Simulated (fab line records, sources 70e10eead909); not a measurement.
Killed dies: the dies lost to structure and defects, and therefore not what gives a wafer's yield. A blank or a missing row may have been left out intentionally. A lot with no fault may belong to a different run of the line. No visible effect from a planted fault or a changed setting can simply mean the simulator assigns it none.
fab line records	flow nand_harc
[record] lots = 12	wafers = 36	last_day = 22
route steps=1159 shown P_ZERO_WELL@56 P_STI@85 END@1159
lots that met no fault: taken from a fault-free run of the same line
start_h: the number of hours between the record's first day and the start of the first shown wafer of the lot	wait_h: hours from the lot's prior step to this one	" same as the row above	L1.1+2: one row covering several wafers at once	- no value, or no start given	* or withheld: withheld	< > ~ a bound
route shown NAME@n: NAME is a module with steps in the file, n the number in the route of the first one	usual: mean/standard deviation of fault-free wafers	same: alike in all rows	chamber/n: place in a boat	sites: readings site by site	_std_site: how widely they spread, as a standard deviation	_edge_site: inner sites' mean taken away from outer sites' mean	radius_mm: for every site, how far away it sits from the centre of the wafer	mask NAME#n: copy n	behind: tool/chamber where the wafer was last shaped	hold: why the lot went on hold/how many hours it stayed there/how the hold came to an end	device: whichever transistor did not switch (one of n, p or np)	end of line: tests run on the same wafers once the route is complete	a step given without rows: its recipe and nothing more	killed: at the first sort, the dies lost to defects and structure; wafer yield is something else	map: dies across one wafer; x = killed, . = not, _ = none there
set.NAME: the setting as run; set.NAME@STEP: as run at that earlier step	model.NAME: the simulator's own value behind a step, which no gauge read
one table for each step of the route and one row for each wafer, over a sample of lots
services: a tool's chamber out of use, with start hour (start_h, from the record's first day; less than 0 if before it), hours out, and reason
[[steps]]
[step NHARC_P_ZERO_WELL_EXPOSE_49]
[recipe] na = 0.6	target_cd_nm = 2000	dose_mj = 22.64	mask_id = P_HVPW
[usual] reticle_temp_C = 22.99/0.1
lot.wafer	tool	chamber	start_h	wait_h	mask	reticle_temp_C
L861.1	krf_scanner-01	0	17.72	-	P_HVPW#0	22.95
L861.4	"	0	"	"	P_HVPW#0	23.01
L861.6	"	0	"	"	P_HVPW#0	22.96
L862.3	krf_scanner-02	0	23.45	-	P_HVPW#0	22.93
L862.4	"	0	"	"	P_HVPW#0	22.96
L862.6	"	0	"	"	P_HVPW#0	22.90
L864.1	krf_scanner-01	0	35.51	-	P_HVPW#0	23.04
L864.3	"	0	"	"	P_HVPW#0	23.01
L864.4	"	0	"	"	P_HVPW#0	22.94
L866.1	krf_scanner-01	0	47.71	-	P_HVPW#0	23.17
L866.5	"	0	"	"	P_HVPW#0	22.99
L866.6	"	0	"	"	P_HVPW#0	23.07
L867.2	krf_scanner-04	0	53.67	-	P_HVPW#0	22.96
L867.3	"	0	"	"	P_HVPW#0	22.66
L867.4	"	0	"	"	P_HVPW#0	22.87
L868.1	krf_scanner-04	0	59.60	-	P_HVPW#0	22.73
L868.5	"	0	"	"	P_HVPW#0	22.84
L868.6	"	0	"	"	P_HVPW#0	22.85
L870.1	krf_scanner-04	0	71.59	-	P_HVPW#0	23.10
L870.3	"	0	"	"	P_HVPW#0	22.82
L870.5	"	0	"	"	P_HVPW#0	22.94
L872.2	krf_scanner-02	0	83.71	-	P_HVPW#0	23.07
L872.3	"	0	"	"	P_HVPW#0	23.06
L872.5	"	0	"	"	P_HVPW#0	23.12
L873.2	krf_scanner-02	0	89.62	-	P_HVPW#0	22.92
L873.5	"	0	"	"	P_HVPW#0	22.87
L873.6	"	0	"	"	P_HVPW#0	22.92
L874.1	krf_scanner-02	0	95.47	-	P_HVPW#0	23.04
L874.2	"	0	"	"	P_HVPW#0	22.92
L874.4	"	0	"	"	P_HVPW#0	22.91
L875.1	krf_scanner-02	0	101.44	-	P_NWELL#0	23.12
L875.2	"	0	"	"	P_NWELL#0	23.16
L875.4	"	0	"	"	P_NWELL#0	22.97
L876.2	krf_scanner-01	0	107.59	-	P_HVPW#0	22.98
L876.4	"	0	"	"	P_HVPW#0	23.11
L876.5	"	0	"	"	P_HVPW#0	23.14
[step NHARC_P_ZERO_WELL_CD_MEAS_52]
[recipe] target_cd_nm = 2000	landing_energy_ev = 500
[usual] cd_nm = 1999.6/1.8
lot.wafer	tool	chamber	start_h	wait_h	cd_nm
L861.1	cd_sem-03	0	17.88	-	2000.4
L861.4	"	0	"	"	1998.9
L861.6	"	0	"	"	2001.8
L862.3	cd_sem-02	0	23.60	-	1999.0
L862.4	"	0	"	"	1999.6
L862.6	"	0	"	"	2000.0
L864.1	cd_sem-01	0	35.66	-	1998.9
L864.3	"	0	"	"	2000.2
L864.4	"	0	"	"	2000.6
L866.1	cd_sem-01	0	47.86	-	2000.5
L866.5	"	0	"	"	2000.5
L866.6	"	0	"	"	1999.5
L867.2	cd_sem-03	0	53.83	-	2000.3
L867.3	"	0	"	"	2000.6
L867.4	"	0	"	"	2001.4
L868.1	cd_sem-03	0	59.75	-	2001.5
L868.5	"	0	"	"	1997.3
L868.6	"	0	"	"	2001.6
L870.1	cd_sem-03	0	71.75	-	1998.3
L870.3	"	0	"	"	2000.2
L870.5	"	0	"	"	1998.4
L872.2	cd_sem-02	0	83.86	-	1996.8
L872.3	"	0	"	"	1998.5
L872.5	"	0	"	"	1998.7
L873.2	cd_sem-01	0	89.77	-	1997.9
L873.5	"	0	"	"	1998.4
L873.6	"	0	"	"	1996.1
L874.1	cd_sem-01	0	95.63	-	1999.4
L874.2	"	0	"	"	1999.4
L874.4	"	0	"	"	1999.9
L875.1	cd_sem-02	0	101.60	-	-
L875.2	"	0	"	"	-
L875.4	"	0	"	"	-
L876.2	cd_sem-01	0	107.74	-	2001.0
L876.4	"	0	"	"	2002.5
L876.5	"	0	"	"	2001.7
[step NHARC_P_STI_INSPECT_11]
[usual] raw_defect_count = 6.0/2.8
lot.wafer	tool	chamber	start_h	wait_h	raw_defect_count
L861.1	defect_inspect-02	-	36.28	0.0	5
L861.4	"	-	"	"	2
L861.6	"	-	"	"	4
L862.3	defect_inspect-02	-	40.88	0.0	2
L862.4	"	-	"	"	6
L862.6	"	-	"	"	3
L864.1	defect_inspect-01	-	50.15	0.0	7
L864.3	"	-	"	"	6
L864.4	"	-	"	"	3
L866.1	defect_inspect-02	-	65.02	0.0	13
L866.5	"	-	"	"	9
L866.6	"	-	"	"	7
L867.2	defect_inspect-01	-	71.01	0.0	2
L867.3	"	-	"	"	5
L867.4	"	-	"	"	5
L868.1	defect_inspect-01	-	77.05	0.0	3
L868.5	"	-	"	"	9
L868.6	"	-	"	"	7
L870.1	defect_inspect-01	-	93.35	0.0	2
L870.3	"	-	"	"	5
L870.5	"	-	"	"	5
L872.2	defect_inspect-01	-	101.50	0.0	2
L872.3	"	-	"	"	4
L872.5	"	-	"	"	4
L874.1	defect_inspect-01	-	109.85	0.0	7
L874.2	"	-	"	"	5
L874.4	"	-	"	"	9
L873.2	defect_inspect-01	-	110.01	0.0	5
L873.5	"	-	"	"	7
L873.6	"	-	"	"	10
L876.2	defect_inspect-01	-	126.22	0.0	4
L876.4	"	-	"	"	5
L876.5	"	-	"	"	4
[step NHARC_P_STI_ETCH_42]
[recipe] target_depth_a = 800	overetch_a = 240	time_s = 61	ion_energy_ev = 200	n2_flow_sccm = 150	h2_flow_sccm = 150	ar_flow_sccm = 0	rf_w = 400	bias_w = 150	chemistry = N2/H2
[usual] drypump_motor_current_A = 5.5/0.4	oes_product_au = 1.000/0.0095	rf_vpp_V = 431.6/2.3	showerhead_plenum_p_Torr = 2.08/0.077	throttle_valve_pct = 14.170/0.0084
lot.wafer	tool	chamber	start_h	wait_h	drypump_motor_current_A	oes_product_au	rf_hours_counter_h	rf_vpp_V	showerhead_plenum_p_Torr	throttle_valve_pct
L861.4	rie_diel-05	3	36.51	0.1	5.4	1.007	2.0	430.7	2.05	14.174
L861.1	"	0	"	"	5.2	1.019	2.0	434.2	2.15	14.159
L861.6	"	0	"	"	5.2	1.018	-	433.8	2.15	14.165
L862.3	rie_diel-10	0	41.11	0.1	5.2	0.985	0.6	431.2	2.07	14.166
L862.4	"	2	"	"	6.1	0.993	0.7	429.1	2.02	14.170
L862.6	"	0	"	"	5.2	0.986	-	430.5	2.07	14.171
L864.3	rie_diel-05	0	50.38	0.1	5.2	1.015	2.8	432.4	2.15	14.175
L864.1	"	1	"	"	5.6	1.003	2.4	431.8	2.02	14.179
L864.4	"	2	"	"	5.5	1.009	2.6	429.8	2.06	14.185
L866.1	rie_diel-05	3	65.24	0.1	5.4	1.005	4.2	430.1	2.05	14.177
L866.6	"	3	"	"	5.4	1.005	-	431.7	2.05	14.162
L866.5	"	0	"	"	5.2	1.021	-	433.9	2.14	14.169
L867.3	rie_diel-05	3	71.25	0.1	5.4	1.001	4.3	429.8	2.05	14.166
L867.2	"	1	"	"	5.6	1.002	3.5	429.1	2.02	14.187
L867.4	"	1	"	"	5.6	0.999	-	429.6	2.02	14.177
L868.1	rie_diel-04	0	77.29	0.1	5.1	1.009	5.2	432.3	2.12	14.169
L868.6	"	1	"	"	6.2	1.003	-	425.2	1.90	14.173
L868.5	"	2	"	"	5.7	1.010	-	434.7	2.19	14.161
L870.3	rie_diel-10	0	93.59	0.1	5.2	0.986	1.7	430.3	2.07	14.185
L870.1	"	1	"	"	4.9	0.997	2.1	434.2	2.18	14.182
L870.5	"	2	"	"	6.2	1.003	-	431.1	2.02	14.182
L872.3	rie_diel-10	1	101.76	0.1	4.9	1.003	2.3	434.1	2.18	14.184
L872.2	"	2	"	"	6.2	1.004	2.2	428.9	2.02	14.167
L872.5	"	1	"	"	4.9	1.002	-	434.7	2.18	14.179
L874.1	rie_diel-05	0	110.07	0.1	5.2	1.000	7.0	434.8	2.14	14.172
L874.4	"	1	"	"	5.6	0.994	6.2	430.6	2.02	14.166
L874.2	"	3	"	"	5.4	0.981	7.3	431.6	2.05	14.154
L873.2	rie_diel-10	1	110.24	0.1	4.9	1.002	2.4	434.1	2.18	14.151
L873.6	"	0	"	"	5.2	1.000	-	431.7	2.07	14.170
L873.5	"	1	"	"	4.8	1.007	-	434.3	2.18	14.158
L876.4	rie_diel-05	1	126.45	0.1	5.6	0.984	6.9	426.7	2.02	14.173
L876.2	"	3	"	"	5.4	0.999	8.3	430.6	2.05	14.172
L876.5	"	1	"	"	5.6	0.993	-	430.3	2.02	14.182
[step NHARC_P_STI_ETCH_31]
[recipe] target_depth_a = 1089	time_s = 54.5	cf4_flow_sccm = 100	chf3_flow_sccm = 30	ar_flow_sccm = 0	rf_w = 500	bias_w = 200	chemistry = CF4/CHF3
[usual] drypump_motor_current_A = 5.5/0.4	oes_product_au = 0.959/0.018	rf_vpp_V = 371.5/1.9	showerhead_plenum_p_Torr = 1.60/0.056	throttle_valve_pct = 16.802/0.0087
lot.wafer	tool	chamber	start_h	wait_h	drypump_motor_current_A	oes_product_au	rf_hours_counter_h	rf_vpp_V	showerhead_plenum_p_Torr	throttle_valve_pct
L861.1	rie_diel-05	2	-	-	5.5	0.968	1.7	371.4	1.59	16.811
L861.4	"	1	"	"	5.6	0.972	1.7	371.0	1.56	16.796
L861.6	"	2	"	"	5.5	0.967	-	371.3	1.59	16.800
L862.4	rie_diel-10	0	-	-	5.2	0.908	0.6	370.7	1.60	16.810
L862.3	"	1	"	"	4.9	0.949	0.7	372.5	1.68	16.804
L862.6	"	3	"	"	5.4	0.956	-	372.9	1.64	16.812
L864.3	rie_diel-05	0	-	-	5.2	0.975	2.8	373.6	1.65	16.800
L864.4	"	2	"	"	5.5	0.960	2.6	371.6	1.59	16.802
L864.1	"	3	"	"	5.4	0.965	3.1	369.9	1.58	16.795
L866.1	rie_diel-05	2	-	-	5.5	0.957	2.9	370.4	1.59	16.791
L866.6	"	3	"	"	5.4	0.960	-	371.3	1.58	16.821
L866.5	"	0	"	"	5.2	0.990	-	372.2	1.65	16.812
L867.2	rie_diel-05	1	-	-	5.6	0.921	3.6	370.9	1.56	16.798
L867.3	"	2	"	"	5.5	0.917	2.9	370.7	1.59	16.795
L867.4	"	2	"	"	5.5	0.926	-	370.9	1.59	16.805
L868.1	rie_diel-04	3	-	-	5.3	0.961	5.1	371.1	1.57	16.807
L868.5	"	3	"	"	5.3	0.960	-	371.3	1.57	16.795
L868.6	"	0	"	"	5.1	0.991	-	372.1	1.63	16.801
L870.1	rie_diel-10	3	-	-	5.4	0.977	2.1	371.7	1.64	16.805
L870.3	"	1	"	"	4.8	0.951	2.1	373.5	1.68	16.802
L870.5	"	0	"	"	5.2	0.971	-	371.8	1.60	16.802
L872.3	rie_diel-10	0	-	-	5.2	0.931	1.9	371.5	1.60	16.814
L872.2	"	1	"	"	4.9	0.942	2.3	374.3	1.68	16.799
L872.5	"	1	"	"	4.9	0.949	-	375.2	1.67	16.810
L874.1	rie_diel-05	0	-	-	5.2	0.976	7.0	373.3	1.65	16.792
L874.4	"	2	"	"	5.5	0.958	5.4	372.6	1.59	16.801
L874.2	"	3	"	"	5.4	0.953	7.4	370.5	1.58	16.816
L873.2	rie_diel-10	3	-	-	5.4	0.953	2.4	372.0	1.64	16.806
L873.6	"	2	"	"	6.2	0.938	-	370.9	1.56	16.794
L873.5	"	3	"	"	5.4	0.944	-	373.8	1.64	16.790
L876.2	rie_diel-05	3	-	-	5.4	0.952	8.3	370.4	1.58	16.813
L876.4	"	2	"	"	5.5	0.978	6.3	370.1	1.59	16.814
L876.5	"	3	"	"	5.4	0.944	-	372.5	1.58	16.798
[step NHARC_END_SORT_01]
[recipe] temp_c = 25
[usual] killed_at_array = 29/13	killed_at_other = 0.7/1	killed_at_periphery = 3.2/2.3	killed_dies = 33/13	killed_open = 3.3/1.7	killed_short = 2.0/1.5
[same] gross_dies = 677
lot.wafer	tool	chamber	start_h	wait_h	killed_at_array	killed_at_other	killed_at_periphery	killed_dies	killed_open	killed_short
L875.1	prober-01	0	529.70	2.5	19	3	655	677	5	5
L875.2	prober-01	0	530.52	2.8	16	3	658	677	6	2
L875.4	prober-01	0	532.16	3.5	16	4	657	677	3	1
// killed by level:class
L875.1 P_ZERO_WELL:area_expose=651 A_CHANNEL_HOLE_D1:chamber_film_flake=7 A_STAIRCASE:chamber_film_flake=4 THIN_TSV:chamber_film_flake=3 P_M2:geometric_particle:open=2 A_CONTACT:chamber_film_flake=2 P_M0:geometric_particle:short=1 P_M1:geometric_particle:short=1
L875.2 P_ZERO_WELL:area_expose=654 A_CHANNEL_HOLE_D1:chamber_film_flake=6 THIN_TSV:chamber_film_flake=3 P_CONTACT:geometric_particle:open=2 P_STI:chamber_film_flake=2 A_CONTACT:chamber_film_flake=2 A_CHANNEL_FILL_D1:geometric_particle:short=1 A_CHANNEL_FILL_D1:geometric_particle:open=1
L875.4 P_ZERO_WELL:area_expose=655 A_CONTACT:chamber_film_flake=5 THIN_TSV:chamber_film_flake=4 P_STI:chamber_film_flake=2 A_CHANNEL_HOLE_D1:chamber_film_flake=2 A_STAIRCASE:chamber_film_flake=2 A_SLIT:chamber_film_flake=2 A_SOURCE_PLATE:geometric_particle:short=1
[[services]]
tool	chamber	start_h	hours	kind
rie_diel-05	0	-4.26	-	clean
rie_diel-05	1	-4.26	-	clean
rie_diel-05	2	-4.26	-	clean
rie_diel-05	3	-4.26	-	clean
rie_diel-10	-	-0.50	9.0	pm
krf_scanner-04	-	-0.01	1.0	repair
rie_diel-05	0	20.24	-	clean
rie_diel-05	1	20.24	-	clean
rie_diel-05	2	20.24	-	clean
rie_diel-05	3	20.24	-	clean
rie_diel-10	0	33.04	3.5	repair
krf_scanner-02	-	38.00	4.0	pm
rie_diel-05	0	44.83	-	clean
rie_diel-05	2	51.03	8.2	repair
krf_scanner-04	-	60.81	6.1	repair
rie_diel-10	0	68.69	7.4	repair
rie_diel-05	0	69.21	5.7	repair
krf_scanner-01	-	84.00	4.0	pm
rie_diel-10	2	86.53	3.8	repair
rie_diel-10	-	110.44	0.8	repair
rie_diel-04	-	111.90	9.0	pm
rie_diel-05	-	116.59	0.3	repair
rie_diel-05	1	124.83	1.4	repair
krf_scanner-04	-	126.00	4.0	pm
[[key]]
[first_sign] step = NHARC_P_ZERO_WELL_EXPOSE_49	reading = mask	direction = changed
[effect] step = NHARC_P_ZERO_WELL_CD_MEAS_52	reading = cd_nm	direction = missing
[effect] step = NHARC_END_SORT_01	reading = killed_at_periphery	direction = up	sigmas = 99+	usual = 3.2	struck = 656.7
[more_kills_born_at] NHARC_P_ZERO_WELL_EXPOSE_49@krf_scanner-02 = 1960
met_at NHARC_P_ZERO_WELL_EXPOSE_49
struck_lots L875
later_rows_left_out L875.1,L875.2,L875.4
tester_left_out L875
not_acting_at NHARC_P_STI_INSPECT_11,NHARC_P_STI_ETCH_42,NHARC_P_STI_ETCH_31
onset_between 95.47 101.44
[fault] kind = wrong_mask	tool = any	chamber = -	onset_h = 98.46	steps = NHARC_P_ZERO_WELL_EXPOSE_49	aux_copy = P_NWELL#0	scope = struck_lots_only
// tester_left_out: of these lots the tester's yield and bins aren't shown, on N5 and GAA mostly nor the transistor test; their killed dies are dies lost to structure and defects alone, not to doping, threshold or leakage, so they don't give the yield
// later_rows_left_out: the simulator's readings of these wafers behind a module that went badly wrong aren't trusted and aren't shown, but for the sort
